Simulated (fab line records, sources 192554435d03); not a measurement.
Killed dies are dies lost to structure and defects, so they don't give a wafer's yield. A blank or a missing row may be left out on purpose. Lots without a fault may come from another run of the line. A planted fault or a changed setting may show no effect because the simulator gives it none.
fab line records | flow n5_finfet
record lots=11 wafers=29 last_day=18
route steps=1938 shown BEOL_M15@1786 PASSIVATION@1936
lots that met no fault: from a run of the same line without faults
start_h: hours from the record's first day to the start of the lot's first wafer shown | wait_h: hours since the lot's step before | " the same as in the row above | L1.1+2: a row that stands for several wafers | - no value, or no start given | * or withheld: withheld | < > ~ a bound
route shown NAME@n: a module of which the file shows steps, and the number in the route of the first | usual: mean/standard deviation of fault-free wafers | same: alike in all rows | chamber/n: place in a boat | sites: the reading at each site | _std_site: their standard deviation | _edge_site: outer sites' mean less inner sites' | radius_mm: how far each site lies from the wafer's centre | mask NAME#n: copy n | behind: the tool/chamber that last shaped the wafer | hold: why the lot was held/for how many hours/how that ended | device: the transistor (n, p or np) that didn't switch | end of line: the same wafers' tests at the end of the route | a step without rows: its recipe alone | killed: dies lost to structure and defects at the first sort, not the wafer's yield | map: a wafer's dies, x killed, . not, _ none there
set.NAME: the setting as run; set.NAME@STEP: as run at that earlier step | model.NAME: the simulator's own value behind a step, which no gauge read
steps of the route over a sample of lots; a table a step, a row a wafer
services: from which hour (start_h, from the record's first day; less than 0 if before it) a tool's chamber was out of use, for how many hours, and why
## steps
# step N5_BEOL_M15_DESCUM_15
# recipe chemistry=O2 time_s=7.9 source_power_w=50 bias_power_w=20 pressure_mtorr=20 rf_frequency_hz=2.712e+07 temp_c=40 o2_flow_sccm=225
# usual drypump_motor_current_A=6.0/0.37 oes_product_au=0.80/0.095 rf_vpp_V=243.1/1.3 showerhead_plenum_p_Torr=2.08/0.067 throttle_valve_pct=20.39/0.27
# columns lot.wafer tool chamber start_h wait_h drypump_motor_current_A oes_product_au rf_hours_counter_h rf_vpp_V showerhead_plenum_p_Torr throttle_valve_pct
L262.4 rie_diel-02 1 261.91 0.0 5.8 0.72 - 242.0 2.01 20.95
L262.6 " 2 " " 5.7 0.97 - 245.1 2.21 20.36
L265.2 rie_diel-03 2 278.35 0.3 6.6 0.70 248 241.6 2.08 20.59
L265.5 " 2 " " 6.6 0.70 - 241.8 2.08 20.60
L265.6 " 1 " " 5.8 0.91 - 243.0 2.03 20.19
L264.2 rie_diel-02 2 288.44 0.0 5.7 0.95 20 244.5 2.20 20.37
L264.3 " 1 " " 5.7 0.71 191 242.1 2.01 20.99
L267.3 rie_diel-01 1 292.14 0.0 6.1 0.86 59 241.4 2.05 20.61
L267.4 " 2 " " 6.0 0.69 196 244.1 2.15 20.59
L267.6 " 2 " " 6.0 0.69 - 243.8 2.15 20.59
L270.3 rie_diel-02 3 312.20 0.0 5.8 0.72 215 241.4 1.97 20.15
L270.4 " 2 " " 5.7 0.93 28 245.9 2.20 20.39
L270.6 " 2 " " 5.7 0.95 - 244.7 2.20 20.37
L266.1 rie_diel-02 3 318.22 0.0 5.9 0.71 218 241.1 1.97 20.16
L266.4 " 1 " " 5.7 0.70 202 241.4 2.00 20.99
L266.5 " 2 " " 5.7 0.92 - 244.4 2.20 20.38
L274.2 rie_diel-02 0 343.34 0.3 6.7 0.82 101 243.1 2.13 20.21
L274.5 " 0 " " 6.7 0.82 - 245.1 2.13 20.20
L274.6 " 2 " " 5.7 0.90 - 244.2 2.20 20.39
L276.1 rie_diel-01 3 350.13 0.1 5.9 0.69 241 242.9 2.04 20.38
L276.2 " 2 " " 6.0 0.68 210 245.7 2.15 20.60
L276.3 " 0 " " 6.2 0.86 50 243.8 2.09 19.93
L278.1 rie_diel-03 3 374.16 0.0 6.5 0.94 3 245.2 2.15 20.23
L278.3 " 2 " " 6.6 0.89 19 242.3 2.07 20.39
L278.5 " 1 " " 5.8 0.85 - 242.2 2.02 20.24
L279.1 rie_diel-03 0 381.35 0.0 5.3 0.74 176 242.2 2.10 20.55
L279.4 " 2 " " 6.5 0.88 22 242.9 2.07 20.38
L285.2 rie_diel-01 1 415.21 0.3 6.1 0.81 96 243.1 2.03 20.66
L285.4 " 3 " " 5.9 0.96 6 242.7 2.04 20.08
# step N5_BEOL_M15_STRIP_64
# recipe chemistry=O2 power_w=600 temp_c=60 pressure_mtorr=30 rf_frequency_hz=6e+07 bias_power_w=0 overash_fraction=0.3 o2_flow_sccm=225
# usual drypump_motor_current_A=6.0/0.37 oes_product_au=0.80/0.095 rf_vpp_V=3.7/0.47 showerhead_plenum_p_Torr=2.09/0.067 throttle_valve_pct=16.64/0.25
# columns lot.wafer tool chamber start_h wait_h drypump_motor_current_A oes_product_au rf_hours_counter_h rf_vpp_V showerhead_plenum_p_Torr throttle_valve_pct
L262.4 rie_diel-02 1 - - 5.7 0.72 - 3.7 2.01 17.18
L262.6 " 2 " " 5.7 0.97 - 4.4 2.21 16.54
L265.2 rie_diel-03 2 - - 6.6 0.70 248 3.7 2.08 16.89
L265.5 " 2 " " 6.6 0.69 - 3.4 2.08 16.88
L265.6 " 1 " " 5.8 0.90 - 4.3 2.04 16.44
L264.2 rie_diel-02 2 - - 5.7 0.95 20 3.3 2.21 16.56
L264.3 " 1 " " 5.7 0.71 191 4.1 2.01 17.18
L267.3 rie_diel-01 1 - - 6.1 0.86 59 3.9 2.05 16.78
L267.4 " 2 " " 6.0 0.70 196 3.2 2.15 16.88
L267.6 " 2 " " 6.0 0.69 - 4.0 2.15 16.89
L270.3 rie_diel-02 3 - - 5.9 0.71 215 4.4 1.98 16.50
L270.4 " 2 " " 5.7 0.93 28 4.1 2.20 16.57
L270.6 " 2 " " 5.7 0.93 - 3.6 2.20 16.58
L266.1 rie_diel-02 3 - - 5.8 0.71 218 3.5 1.97 16.47
L266.4 " 1 " " 5.7 0.70 202 4.5 2.01 17.21
L266.5 " 2 " " 5.8 0.93 - 4.2 2.20 16.58
L274.2 rie_diel-02 0 - - 6.6 0.81 101 2.8 2.13 16.43
L274.5 " 0 " " 6.6 0.81 - 4.3 2.13 16.44
L274.6 " 2 " " 5.7 0.90 - 4.1 2.20 16.62
L276.1 rie_diel-01 3 - - 5.9 0.69 241 3.7 2.05 16.73
L276.2 " 2 " " 6.0 0.69 210 3.7 2.15 16.89
L276.3 " 0 " " 6.2 0.86 51 4.2 2.09 16.25
L278.1 rie_diel-03 3 - - 6.4 0.94 3 3.3 2.15 16.42
L278.3 " 2 " " 6.6 0.89 19 3.6 2.08 16.53
L278.5 " 1 " " 5.9 0.86 - 3.3 2.03 16.49
L279.1 rie_diel-03 0 - - 5.3 0.73 176 4.0 2.10 16.79
L279.4 " 2 " " 6.6 0.88 22 2.5 2.08 16.55
L285.2 rie_diel-01 1 - - 6.0 0.81 97 3.4 2.04 16.85
L285.4 " 3 " " 5.9 0.96 6 3.4 2.04 16.33
# step N5_BEOL_M15_EXPOSE_25
# recipe mask_id=M15 na=0.8 source_shape=annular sigma_inner=0.5 sigma_outer=0.8 polarization=unpolarized target_cd_nm=400 dose_mj=35.5
# usual reticle_temp_C=23.01/0.096 stage_vel_mm_s=500.01/0.26
# columns lot.wafer tool chamber start_h wait_h mask reticle_temp_C stage_vel_mm_s
L262.4 krf_scanner-01 0 263.31 - M15#0 22.96 500.12
L262.6 " 0 " " M15#0 23.02 499.89
L265.2 krf_scanner-02 0 279.68 - M15#0 23.13 500.39
L265.5 " 0 " " M15#0 23.24 500.50
L265.6 " 0 " " M15#0 23.02 500.28
L264.2 krf_scanner-02 0 289.65 - M15#0 22.98 499.99
L264.3 " 0 " " M15#0 23.04 499.92
L267.3 krf_scanner-01 0 293.47 - M15#0 23.08 500.29
L267.4 " 0 " " M15#0 23.04 499.81
L267.6 " 0 " " M15#0 23.00 499.66
L270.3 krf_scanner-02 0 313.65 - M15#0 23.00 499.78
L270.4 " 0 " " M15#0 23.01 500.05
L270.6 " 0 " " M15#0 22.94 499.89
L266.1 krf_scanner-01 0 319.55 - M15#0 23.01 500.39
L266.4 " 0 " " M15#0 22.95 500.13
L266.5 " 0 " " M15#0 23.11 500.34
L274.2 krf_scanner-01 0 344.54 - M15#0 23.00 500.00
L274.5 " 0 " " M15#0 23.05 499.97
L274.6 " 0 " " M15#0 22.90 499.86
L276.1 krf_scanner-01 0 351.35 - M15#0 22.93 500.01
L276.2 " 0 " " M15#0 22.91 499.91
L276.3 " 0 " " M15#0 22.89 500.43
L278.1 krf_scanner-02 0 375.49 - M15#0 22.94 500.17
L278.3 " 0 " " M15#0 23.12 499.98
L278.5 " 0 " " M15#0 23.00 500.33
L279.1 krf_scanner-02 0 382.55 - M15#0 22.89 500.01
L279.4 " 0 " " M15#0 23.07 499.58
L285.2 krf_scanner-02 0 416.55 - M15#0 22.93 499.88
L285.4 " 0 " " M15#0 22.93 500.25
# step N5_BEOL_M15_OVL_MEAS_29
# recipe points_per_wafer=44
# usual M15_OVL=-1/5.5
# same points_per_wafer=44
# columns lot.wafer tool chamber start_h wait_h M15_OVL[nm]
L262.4 overlay-01 0 263.49 0.0 -6
L262.6 " 0 " " -9
L265.2 overlay-02 0 279.88 0.0 4
L265.5 " 0 " " -4
L265.6 " 0 " " 3
L264.2 overlay-02 0 289.84 0.0 -3
L264.3 " 0 " " 3
L267.3 overlay-01 0 293.66 0.0 -1
L267.4 " 0 " " 3
L267.6 " 0 " " 3
L270.3 overlay-02 0 313.85 0.0 -7
L270.4 " 0 " " -5
L270.6 " 0 " " 8
L266.1 overlay-01 0 319.75 0.0 -8
L266.4 " 0 " " -5
L266.5 " 0 " " -3
L274.2 overlay-02 0 344.74 0.0 106
L274.5 " 0 " " 102
L274.6 " 0 " " 109
L276.1 overlay-01 0 351.55 0.0 116
L276.2 " 0 " " 123
L276.3 " 0 " " 117
L278.1 overlay-01 0 375.70 0.0 9
L278.3 " 0 " " 11
L278.5 " 0 " " 10
L279.1 overlay-01 0 382.76 0.0 -3
L279.4 " 0 " " 3
L285.2 overlay-02 0 416.75 0.0 3
L285.4 " 0 " " 3
# step N5_BEOL_M15_ETCH_38
# recipe chemistry=CF4/N2 target=SiCN target_depth_a=1064 taper_deg=2 time_s=120.5 ion_energy_ev=150 mask_material=SiO2 pressure_mtorr=40 source_w=430 bias_w=70 Ar_flow_sccm=100 cf4_flow_sccm=60 n2_flow_sccm=60
# usual drypump_motor_current_A=6.0/0.39 oes_product_au=0.79/0.094 rf_vpp_V=382.2/1.8 showerhead_plenum_p_Torr=2.20/0.067 throttle_valve_pct=15.42/0.23
# columns lot.wafer tool chamber start_h wait_h drypump_motor_current_A oes_product_au rf_hours_counter_h rf_vpp_V showerhead_plenum_p_Torr throttle_valve_pct
L262.4 rie_diel-01 0 - - 6.2 0.88 32 384.4 2.24 15.15
L262.6 " 2 " " 6.0 0.72 - 384.2 2.27 15.64
L265.2 rie_diel-03 1 - - 5.8 0.85 38 380.4 2.15 15.24
L265.5 " 2 " " 6.6 0.71 - 380.8 2.16 15.56
L265.6 " 3 " " 6.4 0.69 - 383.0 2.26 15.57
L264.2 rie_diel-02 3 - - 5.8 0.70 209 380.0 2.10 15.37
L264.3 " 1 " " 5.7 0.71 192 380.8 2.11 15.89
L267.3 rie_diel-01 0 - - 6.2 0.87 39 382.9 2.24 15.17
L267.4 " 2 " " 6.0 0.70 198 383.6 2.26 15.66
L267.6 " 3 " " 5.9 0.67 - 381.5 2.19 15.64
L270.3 rie_diel-01 0 - - 6.2 0.86 42 384.0 2.24 15.19
L270.4 " 1 " " 6.1 0.84 63 381.2 2.15 15.49
L270.6 " 1 " " 6.1 0.84 - 381.1 2.15 15.51
L266.1 rie_diel-03 2 - - 6.6 0.97 1 382.2 2.16 15.09
L266.4 " 1 " " 5.8 0.84 54 380.9 2.15 15.25
L266.5 " 0 " " 5.3 0.75 - 383.4 2.19 15.39
L274.2 rie_diel-02 2 - - 5.7 0.94 40 385.9 2.34 15.49
L274.5 " 2 " " 5.7 0.94 - 385.8 2.34 15.50
L274.6 " 3 " " 5.8 0.70 - 380.4 2.09 15.38
L276.1 rie_diel-03 2 - - 6.5 0.91 12 381.6 2.15 15.09
L276.2 " 1 " " 5.8 0.83 65 381.0 2.14 15.28
L276.3 " 0 " " 5.3 0.73 167 382.7 2.19 15.40
L278.1 rie_diel-03 0 - - 5.2 0.73 174 381.8 2.19 15.45
L278.3 " 1 " " 5.8 0.82 73 381.0 2.14 15.29
L278.5 " 3 " " 6.5 0.98 - 383.2 2.25 15.14
L279.1 rie_diel-01 1 - - 6.0 0.81 84 380.8 2.15 15.54
L279.4 " 2 " " 6.0 0.69 - 383.5 2.26 15.71
L285.2 rie_diel-01 3 - - 5.9 0.92 7 382.9 2.18 15.21
L285.4 " 2 " " 6.1 0.67 234 383.9 2.25 15.74
# step N5_PASSIVATION_PROBE_49
# usual defect_limited_yield=91.1/1.3 killed_at_M0_to_M3=32/9.7 killed_at_M4_up=16/6 killed_at_contacts=12/5.9 killed_at_front_end=41/11 killed_at_other=4/3.1 killed_dies=104/16 killed_open=68/12 killed_short=34/7.4 sort_bin_5_function=5.1/0.85 sort_bin_6_memory=3.3/0.66 sort_bin_8_speed=0.1/0.53 sort_n_pass=1075/16 sort_yield_pct=91.1/1.4
# same gross_dies=1180 killed_at_back_side=0 sort_bin_4_leakage[%]=0
# columns lot.wafer tool chamber start_h wait_h defect_limited_yield[%] killed_at_M0_to_M3 killed_at_M4_up killed_at_contacts killed_at_front_end killed_at_other killed_dies killed_open killed_short sort_bin_5_function[%] sort_bin_6_memory[%] sort_bin_8_speed[%] sort_n_pass sort_yield_pct[%]
L274.5 prober-01 - 367.76 0.2 89.9 37 18 7 46 11 119 77 37 5.8 3.5 0 1061 89.9
# killed by level:class
L274.5 GATE_CUT:geometric_particle:short=9 FIN_SAQP:geometric_particle:short=8 FIN_SAQP:geometric_particle:open=8 BEOL_M0:geometric_particle:open=8 BEOL_M2:geometric_particle:open=8 MOL_CONTACT_COAG:geometric_particle:open=6 BEOL_M0_SAQP:geometric_particle:open=5 STI_FIN_REVEAL:geometric_particle:open=4
## services
# columns tool chamber start_h hours kind
rie_diel-01 3 254.41 9.7 repair
rie_diel-02 3 255.88 9.2 repair
krf_scanner-02 - 262.47 1.0 pm
krf_scanner-02 - 267.42 0.8 pm
rie_diel-03 3 274.13 5.8 repair
rie_diel-01 3 275.10 4.1 repair
rie_diel-03 2 283.09 - clean
krf_scanner-02 - 298.06 1.3 pm
krf_scanner-02 - 300.49 0.7 repair
krf_scanner-02 - 308.61 0.8 pm
rie_diel-03 0 311.45 3.0 repair
krf_scanner-02 - 320.92 0.5 repair
rie_diel-02 1 338.28 8.1 repair
krf_scanner-02 - 338.65 14.5 repair
krf_scanner-01 - 355.64 0.8 pm
krf_scanner-02 - 356.65 0.3 repair
krf_scanner-01 - 356.92 1.0 pm
krf_scanner-02 - 364.74 0.7 repair
rie_diel-02 - 367.53 0.8 repair
krf_scanner-01 - 378.24 1.3 pm
krf_scanner-01 - 382.43 0.4 repair
rie_diel-03 1 400.97 6.0 repair
rie_diel-03 0 405.67 8.9 repair
krf_scanner-01 - 418.90 0.2 repair
## key
first_sign step=N5_BEOL_M15_OVL_MEAS_29 reading=M15_OVL direction=up sigmas=20 usual=-1 struck=112
effect none on later readings
met_at N5_BEOL_M15_EXPOSE_25
struck_lots L274,L276
not_acting_at N5_BEOL_M15_DESCUM_15,N5_BEOL_M15_STRIP_64,N5_BEOL_M15_ETCH_38
onset_between 319.55 344.54
earlier_fault kind=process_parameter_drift tool=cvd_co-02 chamber=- onset_h=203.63 steps=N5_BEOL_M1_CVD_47 channel=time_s offset=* shape=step acts_in=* stated=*
fault kind=scanner_matching_overlay tool=krf_scanner-01 chamber=- onset_h=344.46 steps=N5_BEOL_M15_EXPOSE_25 offset=116.06
